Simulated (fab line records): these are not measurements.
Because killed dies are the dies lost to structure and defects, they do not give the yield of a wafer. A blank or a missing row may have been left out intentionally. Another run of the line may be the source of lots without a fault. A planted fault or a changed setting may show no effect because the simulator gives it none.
The tool behind it: which one? -- flow n5Finfet -- 8 lots, 24 wafers sampled, at 6 steps of a route of 1938

WHAT EACH GAUGE READ, for each wafer
N5_SD_ACTIVATION_RS_MEAS_03: uses a four-point probe to measure.
lot,measured,on,RS_SD_N (ohm/sq),RS_SD_P (ohm/sq)
L286,day 5 00:35,filmMetro-02,21.8 22.3 22.2,56.6 56.7 55.8
L288,day 5 11:41,filmMetro-02,22.4 22.5 22.6,56.2 56.8 56.8
L290,day 5 22:37,filmMetro-02,21.6 21.7 22.0,56.5 56.2 55.6
L294,day 6 21:13,filmMetro-02,25.1 25.4 25.8,56.3 57.0 57.1
L296,day 7 09:49,filmMetro-01,24.9 24.8 25.0,57.4 58.5 56.8
L299,day 8 04:35,filmMetro-02,21.5 22.0 21.8,55.0 55.8 55.7
L301,day 8 22:10,filmMetro-01,21.7 21.4 21.7,56.3 55.7 57.0
L303,day 9 11:10,filmMetro-02,21.9 21.8 21.9,57.2 56.8 57.5

N5_BEOL_M4_RC_MEAS_101.
lot,measured,on,DIBL_N (mV/V),DIBL_P (mV/V),IOFF_N (nA/um),IOFF_P (nA/um),ION_N (uA/um),ION_P (uA/um),RC_DENSE_N (ohm.um),RC_N (ohm.um),REXT_N (ohm.um),RS_SD_N (ohm/sq),SS_N (mV/dec),SS_P (mV/dec),VT_N (mV),VT_P (mV)
L286,day 10 10:31,prober-02,39.2 37.6 38.4,38.2 36.8 37.3,0.191 0.175 0.176,0.240 0.219 0.224,684 681 684,465 464 466,18.5 19.0 18.9,15.2 15.6 15.4,73.5 73.3 75.1,28.8 28.6 28.8,72.3 72.0 72.6,73.7 72.9 73.1,248.0 247.0 248.2,-246 -248 -246
L288,day 11 14:48,prober-02,35.0 37.0 37.8,34.1 36.9 37.1,0.133 0.166 0.169,0.192 0.239 0.238,666 681 669,462 471 459,18.9 19.0 19.1,15.3 15.4 15.4,79.0 78.7 78.1,28.8 29.0 28.9,70.6 71.8 71.9,72.9 73.5 73.4,252.4 247.1 250.5,-249 -247 -246
L290,day 12 19:20,prober-01,34.9 36.6 34.6,34.7 36.5 34.2,0.144 0.170 0.131,0.182 0.208 0.178,674 669 665,460 458 461,19.1 19.2 18.8,15.7 15.8 15.3,76.6 77.1 77.0,28.3 27.8 28.0,71.2 71.6 70.7,72.9 73.3 72.7,250.8 247.6 249.1,-253 -249 -251
L294,day 13 20:31,prober-01,34.6 35.4 36.3,34.4 36.8 36.4,0.140 0.156 0.166,0.195 0.227 0.221,654 668 663,454 461 459,22.3 22.2 21.6,17.9 18.1 17.4,80.7 80.4 80.5,32.3 32.5 32.9,71.7 70.2 71.1,73.3 73.5 73.3,250.5 249.6 247.5,-251 -247 -246
L296,day 14 05:10,prober-01,36.5 36.5 35.1,35.2 37.2 35.1,0.148 0.155 0.131,0.167 0.193 0.169,668 667 658,447 460 453,22.0 21.8 22.0,17.9 17.7 17.9,81.0 81.6 81.5,31.3 31.5 31.4,72.2 71.6 71.5,73.0 73.3 72.5,250.7 248.3 252.0,-255 -255 -252
L299,day 14 18:17,prober-01,36.4 37.5 37.3,36.8 38.0 37.8,0.165 0.173 0.172,0.212 0.237 0.228,667 670 668,458 463 461,19.6 18.9 19.4,15.8 15.5 15.9,75.7 75.3 76.0,28.0 28.6 28.2,71.5 71.5 71.3,73.0 73.5 73.2,246.2 247.3 247.1,-250 -248 -251
L301,day 15 15:37,prober-01,37.1 37.7 36.9,39.1 38.4 38.3,0.171 0.176 0.168,0.247 0.233 0.222,674 675 678,463 465 466,18.7 18.9 19.2,15.1 15.3 15.5,75.9 74.5 74.7,27.8 27.9 28.2,72.1 72.4 71.7,73.3 73.7 73.8,249.8 250.0 252.3,-248 -248 -251
L303,day 15 15:25,prober-02,36.2 36.1 35.8,37.2 36.6 36.3,0.160 0.153 0.151,0.197 0.182 0.179,679 676 679,461 457 460,18.8 18.8 18.5,15.4 15.4 15.0,76.2 75.9 75.7,28.0 28.3 28.4,71.8 71.3 70.9,72.2 72.6 72.6,248.6 251.2 250.6,-252 -250 -252

WHICH TOOL RAN EACH LOT (tool, then ch and the chambers of the sampled wafers, then the start)
lot,N5_SD_EPI_N_ETCHBACK_44,N5_SD_EPI_N_ETCH_16,N5_SD_EPI_P_STRIP_40,N5_SD_ACTIVATION_LSA_01
L286,"rieDiel-01 ch 1,2,3, day 4 15:19","rieDiel-01 ch 1,2,3, day 4 15:31","plasmaAsher-01 ch 0,1, day 4 20:26","laserAnneal-01 ch 0, day 5 00:23"
L288,"rieDiel-01 ch 0,1,2, day 5 01:46","rieDiel-01 ch 0,1,2, day 5 01:58","plasmaAsher-01 ch 0,1, day 5 08:22","laserAnneal-01 ch 0, day 5 11:30"
L290,"rieDiel-05 ch 0,1,2, day 5 12:46","rieDiel-05 ch 0,1,2, day 5 12:58","plasmaAsher-01 ch 0,1, day 5 19:16","laserAnneal-01 ch 0, day 5 22:26"
L294,"rieDiel-04 ch 0,1,2, day 6 12:59","rieDiel-04 ch 0,1,2, day 6 13:11","plasmaAsher-01 ch 0,1, day 6 17:53","laserAnneal-01 ch 0, day 6 20:59"
L296,"rieDiel-04 ch 0,2,3, day 7 01:34","rieDiel-04 ch 0,2,3, day 7 01:46","plasmaAsher-01 ch 0, day 7 06:25","laserAnneal-01 ch 0, day 7 09:36"
L299,"rieDiel-04 ch 1,2,3, day 7 20:13","rieDiel-04 ch 1,2,3, day 7 20:25","plasmaAsher-01 ch 0,1, day 8 01:15","laserAnneal-02 ch 0, day 8 04:25"
L301,"rieDiel-05 ch 0,2,3, day 8 11:44","rieDiel-05 ch 0,2,3, day 8 11:54","plasmaAsher-02 ch 0,1, day 8 18:47","laserAnneal-02 ch 0, day 8 21:59"
L303,"rieDiel-05 ch 0,1,3, day 8 18:08","rieDiel-05 ch 0,1,3, day 8 18:20","plasmaAsher-01 ch 0,1, day 9 07:00","laserAnneal-02 ch 0, day 9 10:58"
- N5_SD_EPI_N_ETCHBACK_44: etches SiNx in CH3F/O2, stops on SiO2, target depth 14.5 nm.
- N5_SD_EPI_N_ETCH_16: etches SiO2 in CHF3/O2, target depth 5 nm.
- N5_SD_EPI_P_STRIP_40: strips in N2/H2.
- N5_SD_ACTIVATION_LSA_01: time 0.0008 s.

AS READ BY THE TOOLS THEMSELVES (means over the sampled wafers that have a number; for cases with no such wafer, the mark the record gives instead)
N5_SD_EPI_N_ETCHBACK_44.
lot,tool,drypumpMotorCurrentA (A),oesProductAu (a.u.),rfVppV (V),showerheadPlenumPTorr (Torr),throttleValvePct (%)
L286,rieDiel-01,5.3,0.65,298.5,2.03,16.46
L288,rieDiel-01,5.7,0.69,299.8,2.01,16.34
L290,rieDiel-05,6.1,0.68,298.6,2.07,16.40
L294,rieDiel-04,6.0,0.60,297.6,2.01,16.57
L296,rieDiel-04,5.7,0.68,298.9,2.03,16.46
L299,rieDiel-04,5.8,0.66,297.9,2.00,16.48
L301,rieDiel-05,5.9,0.67,297.7,2.04,16.54
L303,rieDiel-05,6.1,0.69,297.2,2.02,16.39

N5_SD_EPI_N_ETCH_16.
lot,tool,drypumpMotorCurrentA (A),oesProductAu (a.u.),rfVppV (V),showerheadPlenumPTorr (Torr),throttleValvePct (%)
L286,rieDiel-01,5.3,0.77,525,2.45,18.99
L288,rieDiel-01,5.7,0.80,528,2.42,18.89
L290,rieDiel-05,6.1,0.79,524,2.49,18.96
L294,rieDiel-04,6.0,0.69,526,2.42,19.12
L296,rieDiel-04,5.8,0.78,527,2.45,19.00
L299,rieDiel-04,5.7,0.77,525,2.42,19.03
L301,rieDiel-05,5.9,0.79,525,2.45,19.11
L303,rieDiel-05,6.1,0.81,523,2.43,18.96

N5_SD_EPI_P_STRIP_40.
lot,tool,drypumpMotorCurrentA (A),heaterPowerW (W),oesProductAu (a.u.)
L286,plasmaAsher-01,5.70,355,0.774
L288,plasmaAsher-01,5.70,349,0.762
L290,plasmaAsher-01,5.68,357,0.769
L294,plasmaAsher-01,5.71,350,0.776
L296,plasmaAsher-01,5.65,362,0.761
L299,plasmaAsher-01,5.72,351,0.750
L301,plasmaAsher-02,5.86,344,0.756
L303,plasmaAsher-01,5.68,363,0.769

N5_SD_ACTIVATION_LSA_01.
lot,tool,wafer_temp_C_max
L286,laserAnneal-01,1089.5
L288,laserAnneal-01,1088.8
L290,laserAnneal-01,1089.4
L294,laserAnneal-01,1056.0
L296,laserAnneal-01,1054.9
L299,laserAnneal-02,1084.4
L301,laserAnneal-02,1084.7
L303,laserAnneal-02,1084.8

THE ANSWER, worked out from the rows above alone
Rule: what is usual is taken from the lots themselves. The widest of any qualifying gaps counts: lots, ordered by their means at a reading, are off when they make up no more than a third of the lots, leave a main group of 4 or more, and stand apart from it by 3 or more times the standard deviation of that group's means. If all means in a main group match to the digits the tables above print for the reading, that group is not used. Also off: a lot with no number at a reading for which 4 or more lots have one. All remaining lots with rows at the step are treated as sound. After the gauges, taken in route order, come the tools' own readings; for these a lot's mean is taken, as printed above. The first step at which some lot is off is used, and at that step the reading that is off furthest; a lot without a number counts as furthest.
Off: L294, L296, seen at N5_SD_ACTIVATION_RS_MEAS_03 (RS_SD_N). Mean 21.9 ohm/sq and standard deviation 0.29 in the main group.
If a tool, at a process step before that reading, ran all the lots that are off and no sound lot after the first of them, it fits. The gauges at N5_SD_ACTIVATION_RS_MEAS_03 aren't tried: what is off there is off at N5_BEOL_M4_RC_MEAS_101 too, on other tools, and a gauge's error can't cause that. One fits: laserAnneal-01 at N5_SD_ACTIVATION_LSA_01. Its last sound lot is L290 (day 5 22:26), its first lot that is off L294 (day 6 20:59): a fault that began between those two fits.
The tool's own readings at N5_SD_ACTIVATION_LSA_01 bear it out: on the lots that are off they differ by more than 5 times the standard deviation of the sound lots' means. wafer_temp_C_max reads 1055.5 there against 1086.9 on the sound lots.

WHAT HAD BEEN PUT IN BY THE SIMULATOR
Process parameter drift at N5_SD_ACTIVATION_LSA_01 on laserAnneal-01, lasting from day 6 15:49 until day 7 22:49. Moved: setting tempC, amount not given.
Lots struck among those shown: L294, L296. The rule above reached the same finding.
